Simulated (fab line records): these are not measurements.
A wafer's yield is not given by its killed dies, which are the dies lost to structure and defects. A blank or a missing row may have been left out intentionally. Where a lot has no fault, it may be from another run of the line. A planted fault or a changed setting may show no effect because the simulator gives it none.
fab line records	flow nand-harc	part 1 of 2: steps 1 to 4 of 6
record lots=23	wafers=69	last-day=24
route steps=1159 shown A_STAIRCASE@726 A_SGD_CUT@764
lots that met no fault: taken from a fault-free run of the same line
start-h: start of the lot's first displayed wafer, in hours after the record's first day	wait-h: time in hours since the lot's previous step	" identical to the entry in the row above	L1.1+2: several wafers, shown together as one row	- no value, or no start given	* or withheld: withheld	< > ~ a bound
route shown NAME@n: names a module that has steps shown in the file, with the first one's number in the route	usual: mean/standard deviation of fault-free wafers	same: alike in all rows	chamber/n: place in a boat	sites: each site's reading	_std_site: the values' standard deviation	_edge_site: inner sites' mean taken away from outer sites' mean	radius-mm: how far each site lies from the wafer's centre	mask NAME#n: copy n	behind: the most recent tool/chamber to have shaped the wafer	hold: why the lot was held/for how many hours/how that ended	device: transistor that didn't switch, given as n, p or np	end of line: tests of these same wafers at the route's end	where a step has no rows: the recipe by itself	killed: dies lost to structure and defects at the first sort, not the wafer's yield	map: the dies of a wafer, with x for killed, . for not killed, _ for no die there
set.NAME: setting as actually run; set.NAME@STEP: the setting as run at that earlier step	model.NAME: the simulator's own value behind a step, which no gauge read
steps of the route over a sample of lots; a table a step, a row a wafer
services: from which hour (start-h, from the record's first day; less than 0 if before it) a tool's chamber was out of use, for how many hours, and why
## steps
# step NHARC_A_STAIRCASE_DESCUM_443
# recipe time-s=3	o2-flow-sccm=200	ar-flow-sccm=0	bias-power-w=0	chemistry=O2
# usual drypump-motor-current-A=5.8/0.5	oes-product-au=1.002/0.0097	rf-vpp-V=57.7/0.82	showerhead-plenum-p-Torr=1.91/0.063	throttle-valve-pct=11.311/0.0099
lot.wafer	tool	chamber	start-h	wait-h	drypump-motor-current-A	oes-product-au	rf-hours-counter-h	rf-vpp-V	showerhead-plenum-p-Torr	throttle-valve-pct
L074.1	rie-diel-07	0	309.07	-	6.5	1.013	29	56.4	1.83	11.319
L074.4	"	1	"	"	5.7	1.020	29	58.0	1.80	11.315
L074.2	"	2	"	"	5.8	1.000	28	58.7	1.99	11.322
L075.1	rie-diel-06	2	309.22	-	5.0	1.000	23	58.0	1.96	11.304
L075.4	"	1	"	"	6.0	0.997	-	59.0	1.85	11.310
L075.6	"	2	"	"	5.0	1.002	-	60.3	1.96	11.329
L077.4	rie-diel-07	1	314.98	-	5.8	1.027	33	57.3	1.80	11.316
L077.6	"	0	"	"	6.5	1.010	-	56.7	1.83	11.309
L077.5	"	1	"	"	5.8	1.029	-	57.1	1.80	11.315
L079.4	rie-diel-09	2	321.51	-	6.2	1.011	18	58.0	1.95	11.323
L079.3	"	0	"	"	4.8	1.000	24	56.7	1.90	11.319
L079.5	"	1	"	"	5.8	0.986	-	57.9	1.94	11.322
L076.1	rie-diel-07	3	321.69	-	6.4	1.004	31	57.7	1.95	11.312
L076.4	"	0	"	"	6.5	1.005	34	58.3	1.83	11.316
L076.6	"	2	"	"	5.8	1.002	-	58.9	1.99	11.308
L078.2	rie-diel-07	2	321.74	-	5.7	1.004	32	58.6	1.99	11.306
L078.4	"	3	"	"	6.4	1.023	31	57.6	1.95	11.310
L078.6	"	0	"	"	6.5	1.014	-	58.2	1.83	11.322
L080.3	rie-diel-06	3	331.26	-	6.1	1.006	21	57.6	1.94	11.298
L080.4	"	2	"	"	5.0	0.999	-	58.4	1.95	11.304
L080.6	"	1	"	"	6.0	0.985	-	57.6	1.85	11.316
L081.1	rie-diel-06	2	343.94	-	5.0	1.017	36	58.3	1.95	11.297
L081.4	"	3	"	"	6.1	1.005	-	56.2	1.94	11.295
L081.5	"	1	"	"	6.1	1.002	-	56.9	1.85	11.307
L083.3	rie-diel-09	3	344.16	-	6.3	0.995	29	57.8	1.94	11.324
L083.4	"	1	"	"	5.7	1.003	26	56.5	1.94	11.313
L083.5	"	2	"	"	6.2	1.005	-	58.5	1.95	11.304
L082.1	rie-diel-09	3	348.93	-	6.3	0.983	32	58.2	1.94	11.304
L082.5	"	2	"	"	6.2	1.002	-	58.1	1.95	11.297
L082.6	"	3	"	"	6.3	0.991	-	57.9	1.94	11.305
L084.1	rie-diel-09	2	362.75	-	6.2	1.003	33	58.3	1.95	11.309
L084.5	"	1	"	"	5.8	0.996	-	58.3	1.94	11.307
L084.4	"	2	"	"	6.2	0.988	-	58.2	1.95	11.314
L085.2	rie-diel-06	3	362.91	-	6.1	1.014	36	58.3	1.93	11.309
L085.6	"	2	"	"	5.0	1.008	-	56.6	1.95	11.318
L085.4	"	1	"	"	6.0	0.997	-	57.8	1.84	11.307
L087.2	rie-diel-07	2	376.90	-	5.7	1.008	45	57.6	1.99	11.313
L087.6	"	2	"	"	5.7	1.009	-	58.2	1.99	11.299
L087.5	"	3	"	"	6.4	1.006	-	58.5	1.94	11.298
L086.2	rie-diel-09	0	377.07	-	4.8	0.994	46	57.6	1.89	11.319
L086.6	"	2	"	"	6.2	1.010	-	57.9	1.94	11.313
L086.5	"	1	"	"	5.8	1.012	-	58.4	1.94	11.308
L089.1	rie-diel-09	1	395.24	-	5.8	1.005	50	58.0	1.93	11.307
L089.4	"	3	"	"	6.4	0.989	-	57.1	1.94	11.300
L089.5	"	1	"	"	5.7	1.015	-	59.2	1.93	11.302
L090.2	rie-diel-06	3	395.37	-	6.1	0.998	51	57.2	1.93	11.314
L090.1	"	1	"	"	6.0	0.984	60	57.5	1.84	11.321
L090.5	"	3	"	"	6.1	0.992	-	56.7	1.93	11.305
L093.3	rie-diel-09	0	409.51	-	4.8	1.005	61	57.6	1.89	11.322
L093.6	"	2	"	"	6.2	0.999	-	58.2	1.94	11.302
L093.5	"	3	"	"	6.3	0.990	-	57.1	1.93	11.314
L088.4	rie-diel-06	3	411.28	-	6.1	1.001	60	56.9	1.93	11.286
L088.2	"	1	"	"	6.0	0.997	67	56.5	1.84	11.317
L088.5	"	2	"	"	5.0	1.014	-	58.0	1.94	11.292
L092.3	rie-diel-09	1	412.47	-	5.7	0.996	58	57.2	1.93	11.317
L092.6	"	3	"	"	6.3	0.985	-	57.2	1.93	11.305
L092.4	"	2	"	"	6.2	1.005	-	57.9	1.94	11.311
L094.3	rie-diel-07	2	429.15	-	5.8	0.998	4	59.0	1.98	11.333
L094.2	"	3	"	"	6.3	1.016	4	57.4	1.94	11.312
L094.4	"	2	"	"	5.8	1.006	-	59.1	1.98	11.314
L096.3	rie-diel-09	1	429.20	-	5.7	1.003	64	57.2	1.93	11.308
L096.4	"	3	"	"	6.4	0.989	58	58.9	1.93	11.323
L096.5	"	1	"	"	5.7	1.007	-	57.0	1.93	11.322
L095.3	rie-diel-06	1	429.36	-	6.0	0.982	0	57.5	1.84	11.321
L095.4	"	2	"	"	5.0	0.996	0	57.9	1.94	11.299
L095.6	"	1	"	"	6.0	0.982	-	56.9	1.84	11.304
L097.3	rie-diel-09	0	442.08	-	4.8	1.001	0	58.6	1.89	11.318
L097.5	"	1	"	"	5.7	0.986	-	58.5	1.93	11.315
L097.6	"	2	"	"	6.2	1.004	-	59.0	1.94	11.306
# step NHARC_A_STAIRCASE_CMP_450
# recipe target-thk-nm=200	material=SiO2
# usual edge-zone-pressure-frac=1.000/0.0054	motor-current-A=12.2/1.1
lot.wafer	tool	chamber	start-h	wait-h	edge-zone-pressure-frac	motor-current-A
L074.2	cmp-02	0	312.34	-	1.012	12.3
L074.1	"	1	"	"	0.994	12.0
L074.4	"	2	"	"	0.990	12.4
L075.1	cmp-03	1	312.88	-	0.999	12.3
L075.4	"	2	"	"	0.998	12.5
L075.6	"	3	"	"	1.002	12.6
L077.4	cmp-02	1	318.15	-	0.999	12.2
L077.5	"	3	"	"	0.998	9.9
L077.6	"	0	"	"	0.993	12.8
L079.4	cmp-03	1	324.65	-	0.997	13.2
L079.3	"	2	"	"	1.008	12.0
L079.5	"	2	"	"	1.005	13.3
L076.1	cmp-01	2	324.94	-	1.004	11.8
L076.4	"	0	"	"	1.000	11.3
L076.6	"	2	"	"	0.995	12.5
L078.2	cmp-03	2	326.25	-	1.001	11.5
L078.4	"	0	"	"	0.999	11.7
L078.6	"	2	"	"	0.998	13.1
L080.3	cmp-02	2	334.93	-	1.012	12.2
L080.4	"	1	"	"	0.997	12.5
L080.6	"	3	"	"	1.001	10.7
L083.3	cmp-01	3	347.68	-	0.996	13.7
L083.4	"	0	"	"	1.005	10.8
L083.5	"	2	"	"	1.000	12.3
L081.1	cmp-02	0	347.80	-	1.000	13.4
L081.4	"	1	"	"	0.999	12.8
L081.5	"	0	"	"	1.000	13.0
L082.1	cmp-02	0	352.05	-	0.995	12.7
L082.6	"	3	"	"	0.997	9.9
L082.5	"	0	"	"	0.997	12.9
L084.4	cmp-02	2	366.43	-	1.008	11.8
L084.1	"	1	"	"	1.003	13.0
L084.5	"	3	"	"	1.001	9.7
L085.4	cmp-01	0	366.71	-	1.006	10.4
L085.2	"	3	"	"	1.003	13.7
L085.6	"	1	"	"	1.004	13.4
L087.2	cmp-01	3	380.56	-	0.994	13.3
L087.5	"	0	"	"	1.007	10.8
L087.6	"	1	"	"	1.001	13.0
L086.2	cmp-03	1	380.71	-	0.994	12.4
L086.5	"	0	"	"	0.992	11.4
L086.6	"	1	"	"	0.989	13.1
L090.2	cmp-01	1	398.54	-	1.004	13.3
L090.1	"	2	"	"	0.996	12.0
L090.5	"	0	"	"	0.988	11.2
L089.4	cmp-03	0	398.94	-	1.007	12.0
L089.1	"	1	"	"	0.998	13.0
L089.5	"	2	"	"	1.008	12.3
L093.3	cmp-01	3	412.63	-	1.004	13.1
L093.5	"	3	"	"	1.001	14.0
L093.6	"	0	"	"	1.000	10.4
L088.2	cmp-02	2	414.69	-	1.003	11.8
L088.4	"	3	"	"	0.991	10.7
L088.5	"	1	"	"	1.009	11.8
L092.4	cmp-02	0	416.37	-	1.007	13.2
L092.3	"	3	"	"	0.996	10.3
L092.6	"	0	"	"	1.005	12.8
L096.4	cmp-03	2	432.45	-	0.996	13.2
L096.3	"	3	"	"	0.999	12.7
L096.5	"	0	"	"	0.997	11.4
L095.4	cmp-01	2	432.50	-	0.996	12.0
L095.3	"	3	"	"	0.999	13.7
L095.6	"	2	"	"	0.994	12.0
L094.4	cmp-02	3	432.92	-	1.003	10.0
L094.3	"	0	"	"	1.000	12.6
L094.2	"	1	"	"	0.994	12.3
L097.3	cmp-01	3	445.25	-	1.003	14.4
L097.5	"	0	"	"	1.000	10.6
L097.6	"	1	"	"	1.009	12.8
# step NHARC_A_STAIRCASE_ETCHBACK_157
# recipe target-depth-a=900	over-etch-frac=0.3	time-s=167.14	ion-energy-ev=120	ch3f-flow-sccm=50	o2-flow-sccm=30	ar-flow-sccm=200	rf-w=500	bias-w=100	chemistry=CH3F/O2
# usual drypump-motor-current-A=5.9/0.49	oes-product-au=0.97/0.034	rf-vpp-V=244.3/1.3	showerhead-plenum-p-Torr=2.46/0.082	throttle-valve-pct=20.664/0.0097
lot.wafer	tool	chamber	start-h	wait-h	drypump-motor-current-A	oes-product-au	rf-hours-counter-h	rf-vpp-V	showerhead-plenum-p-Torr	throttle-valve-pct
L074.4	rie-diel-09	1	313.27	0.2	5.8	0.91	17	243.7	2.50	20.660
L074.1	"	2	"	"	6.2	0.93	16	245.2	2.51	20.677
L074.2	"	3	"	"	6.3	0.92	21	244.8	2.50	20.681
L075.1	rie-diel-06	2	313.77	0.2	5.0	1.01	26	244.0	2.51	20.667
L075.4	"	0	"	"	5.6	1.00	26	241.7	2.29	20.662
L075.6	"	1	"	"	6.1	1.00	-	243.4	2.38	20.664
L077.4	rie-diel-07	1	319.09	0.2	5.7	1.00	35	240.7	2.31	20.678
L077.6	"	2	"	"	5.7	0.99	-	244.4	2.56	20.669
L077.5	"	3	"	"	6.4	1.00	-	245.2	2.50	20.669
L079.3	rie-diel-09	3	325.56	0.2	6.3	1.00	24	244.3	2.49	20.660
L079.4	"	1	"	"	5.8	0.98	21	244.9	2.50	20.664
L079.5	"	2	"	"	6.2	1.00	-	245.4	2.51	20.665
L076.1	rie-diel-06	2	325.84	0.1	5.0	0.94	30	243.5	2.51	20.669
L076.4	"	3	"	"	6.1	0.92	21	244.4	2.49	20.663
L076.6	"	2	"	"	5.0	0.93	-	244.4	2.51	20.672
L078.4	rie-diel-07	1	327.14	0.1	5.7	1.00	38	242.3	2.31	20.675
L078.2	"	2	"	"	5.8	0.99	35	245.6	2.56	20.648
L078.6	"	2	"	"	5.8	0.99	-	245.9	2.56	20.658
L080.3	rie-diel-06	1	335.91	0.2	6.0	1.00	34	244.4	2.38	20.653
L080.4	"	2	"	"	5.0	1.00	-	244.9	2.51	20.669
L080.6	"	1	"	"	6.0	1.00	-	244.0	2.38	20.660
L083.4	rie-diel-09	1	348.64	0.2	5.8	1.00	29	244.6	2.49	20.643
L083.3	"	0	"	"	4.8	1.01	33	244.9	2.44	20.666
L083.5	"	1	"	"	5.8	1.00	-	244.9	2.49	20.672
L081.1	rie-diel-09	1	348.78	0.2	5.7	0.95	29	244.1	2.49	20.671
L081.4	"	3	"	"	6.3	0.94	32	244.5	2.49	20.657
L081.5	"	1	"	"	5.8	0.96	-	244.1	2.49	20.661
L082.1	rie-diel-09	2	353.02	0.2	6.2	1.00	30	244.4	2.50	20.662
L082.5	"	3	"	"	6.3	1.01	-	245.5	2.49	20.663
L082.6	"	0	"	"	4.8	1.01	-	243.8	2.44	20.666
L084.1	rie-diel-07	2	367.44	0.2	5.7	0.93	43	245.3	2.55	20.669
L084.4	"	0	"	"	6.5	0.94	53	243.1	2.35	20.661
L084.5	"	3	"	"	6.4	0.92	-	244.8	2.50	20.662
L085.4	rie-diel-07	2	367.68	0.2	5.7	0.93	43	247.7	2.55	20.654
L085.2	"	0	"	"	6.6	0.93	53	243.7	2.35	20.662
L085.6	"	1	"	"	5.7	0.93	-	240.7	2.30	20.647
L087.2	rie-diel-09	1	381.51	0.2	5.8	0.93	45	246.5	2.49	20.658
L087.5	"	2	"	"	6.2	0.92	-	245.6	2.50	20.687
L087.6	"	3	"	"	6.3	0.91	-	244.7	2.49	20.666
L086.2	rie-diel-07	1	381.65	0.2	5.8	0.93	59	243.0	2.30	20.659
L086.6	"	3	"	"	6.4	0.93	-	244.2	2.49	20.651
L086.5	"	0	"	"	6.6	0.94	-	242.8	2.35	20.672
L090.2	rie-diel-07	0	399.44	0.2	6.6	0.95	59	243.3	2.35	20.651
L090.1	"	2	"	"	5.7	0.94	53	245.9	2.55	20.667
L090.5	"	0	"	"	6.6	0.95	-	242.4	2.35	20.656
L089.1	rie-diel-07	0	399.84	0.2	6.5	0.93	59	243.7	2.35	20.687
L089.4	"	1	"	"	5.7	0.93	64	243.1	2.30	20.650
L089.5	"	3	"	"	6.4	0.92	-	245.0	2.49	20.656
L093.3	rie-diel-06	1	413.76	0.3	6.0	0.98	69	242.8	2.36	20.659
L093.6	"	2	"	"	5.0	1.00	-	244.2	2.49	20.652
L093.5	"	3	"	"	6.1	0.99	-	244.8	2.47	20.669
L088.2	rie-diel-09	2	415.61	0.2	6.2	0.94	54	244.7	2.49	20.664
L088.5	"	3	"	"	6.4	0.92	-	245.1	2.48	20.644
L088.4	"	1	"	"	5.8	0.93	-	245.5	2.48	20.669
L092.4	rie-diel-09	2	417.27	0.1	6.2	1.01	54	242.6	2.49	20.652
L092.3	"	3	"	"	6.3	0.99	56	243.4	2.48	20.672
L092.6	"	2	"	"	6.2	1.00	-	244.6	2.49	20.668
L096.3	rie-diel-07	3	433.37	0.2	6.4	1.01	7	243.1	2.49	20.666
L096.5	"	0	"	"	6.5	0.98	-	242.5	2.34	20.669
L096.4	"	2	"	"	5.8	1.00	-	246.0	2.54	20.661
L095.3	rie-diel-07	0	433.69	0.4	6.6	0.99	7	243.6	2.34	20.658
L095.4	"	3	"	"	6.4	1.02	-	244.4	2.49	20.657
L095.6	"	0	"	"	6.6	0.98	-	243.1	2.34	20.641
L094.4	rie-diel-06	0	433.91	0.1	5.6	1.00	2	248.1	2.66	20.669
L094.3	"	1	"	"	6.0	0.99	4	245.1	2.36	20.664
L094.2	"	3	"	"	6.1	1.00	2	244.2	2.47	20.651
L097.3	rie-diel-06	0	446.35	0.2	5.7	1.00	9	247.2	2.66	20.667
L097.5	"	3	"	"	6.1	1.00	-	244.2	2.47	20.662
L097.6	"	0	"	"	5.6	1.00	-	247.1	2.66	20.666
# step NHARC_A_STAIRCASE_DEP_471
# recipe target-thk-a=1000	temp-c=400	pressure-torr=6.5	rf-w=900	teos-flow-sccm=161.4	flow-sccm=2650	target-thk-nm=100	gas=O2	material=SiO2
# usual flow-sccm=2651/8.1	heater-power-outer-w=299/61	heater-power-w=570/79	mfc-precursor-sccm=161.4/0.45	throttle-valve-pct=16.1/0.77
lot.wafer	tool	chamber	start-h	wait-h	flow-sccm	heater-power-outer-w	heater-power-w	mfc-precursor-sccm	throttle-valve-pct
L074.1	pecvd-04	0	313.53	-	2628	175	434	161.2	16.1
L074.2	"	2	"	"	2648	301	508	162.1	17.4
L074.4	"	0	"	"	2650	185	443	161.1	16.1
L075.1	pecvd-04	2	314.35	-	2654	296	520	161.6	16.8
L075.6	"	1	"	"	2645	243	485	161.4	16.4
L075.4	"	2	"	"	2659	299	536	161.4	17.1
L077.6	pecvd-01	1	319.40	-	2648	309	599	161.4	16.0
L077.4	"	2	"	"	2659	337	663	160.6	15.2
L077.5	"	0	"	"	2638	278	533	160.8	14.8
L079.3	pecvd-01	2	325.87	-	2652	264	554	160.9	15.2
L079.5	"	1	"	"	2653	356	665	161.2	16.4
L079.4	"	2	"	"	2663	264	563	161.4	15.2
L076.1	pecvd-03	2	326.15	-	2649	325	577	161.4	16.6
L076.4	"	2	"	"	2652	332	595	161.5	16.5
L076.6	"	0	"	"	2643	263	511	160.8	16.8
L078.2	pecvd-01	1	327.55	-	2647	383	701	161.4	16.0
L078.6	"	0	"	"	2666	308	566	161.3	14.8
L078.4	"	2	"	"	2664	303	607	161.4	15.1
L080.3	pecvd-03	0	336.18	-	2660	298	563	161.5	17.0
L080.6	"	0	"	"	2657	304	556	160.9	17.1
L080.4	"	2	"	"	2665	321	577	162.1	16.6
L083.4	pecvd-01	1	349.08	-	2664	367	678	161.5	16.3
L083.3	"	0	"	"	2653	359	632	160.5	14.8
L083.5	"	0	"	"	2649	359	624	162.0	14.7
L081.1	pecvd-04	0	349.16	-	2670	179	418	161.9	16.2
L081.4	"	0	"	"	2660	179	437	161.2	16.0
L081.5	"	1	"	"	2649	223	446	160.6	15.9
L082.1	pecvd-04	1	353.29	-	2636	266	514	161.3	16.2
L082.5	"	2	"	"	2666	280	494	161.4	16.9
L082.6	"	1	"	"	2642	275	527	160.9	16.2
L084.1	pecvd-03	2	367.77	-	2654	387	680	161.5	16.6
L084.4	"	2	"	"	2653	390	673	161.4	16.8
L084.5	"	0	"	"	2661	339	591	161.5	17.3
L085.2	pecvd-04	2	368.00	-	2657	296	526	160.7	17.3
L085.6	"	0	"	"	2637	256	517	161.4	16.5
L085.4	"	1	"	"	2647	293	552	161.0	16.3
L087.2	pecvd-01	1	381.74	-	2641	338	636	161.7	16.4
L087.6	"	1	"	"	2642	345	646	160.4	16.1
L087.5	"	0	"	"	2660	330	622	161.5	14.8
L086.2	pecvd-03	0	381.89	-	2652	283	546	161.3	17.2
L086.6	"	0	"	"	2640	285	531	162.3	17.4
L086.5	"	2	"	"	2634	430	724	160.8	16.7
L090.2	pecvd-04	0	399.70	-	2636	137	375	161.4	15.3
L090.1	"	2	"	"	2654	285	502	161.1	16.9
L090.5	"	0	"	"	2640	142	382	161.6	15.7
L089.1	pecvd-04	2	400.10	-	2648	308	552	162.0	17.0
L089.5	"	2	"	"	2655	311	557	162.0	16.9
L089.4	"	0	"	"	2667	173	419	160.8	15.7
L093.3	pecvd-04	0	414.14	-	2649	187	433	161.5	15.8
L093.5	"	0	"	"	2641	191	437	161.1	15.8
L093.6	"	1	"	"	2651	298	591	162.1	15.6
L088.2	pecvd-03	1	415.88	-	2646	287	587	161.4	16.0
L088.4	"	1	"	"	2652	283	597	161.1	16.0
L088.5	"	2	"	"	2646	405	682	162.0	16.8
L092.3	pecvd-01	0	417.61	-	2654	322	599	161.6	15.0
L092.4	"	2	"	"	2652	285	586	161.4	15.1
L092.6	"	0	"	"	2651	332	596	162.1	15.1
L096.3	pecvd-03	2	433.95	-	2638	428	717	161.8	16.7
L096.4	"	0	"	"	2661	338	607	161.6	17.0
L096.5	"	2	"	"	2650	429	704	162.0	16.6
L095.3	pecvd-01	1	434.02	-	2653	298	565	162.1	16.1
L095.4	"	0	"	"	2652	296	558	161.9	14.5
L095.6	"	1	"	"	2655	305	559	161.7	16.0
L094.3	pecvd-04	1	434.19	-	2634	260	506	161.1	15.7
L094.2	"	2	"	"	2650	290	528	161.3	16.9
L094.4	"	2	"	"	2656	299	532	161.1	17.0
L097.3	pecvd-01	0	446.75	-	2658	346	635	162.0	14.2
L097.5	"	1	"	"	2650	251	512	161.0	16.1
L097.6	"	2	"	"	2650	255	566	161.2	15.0
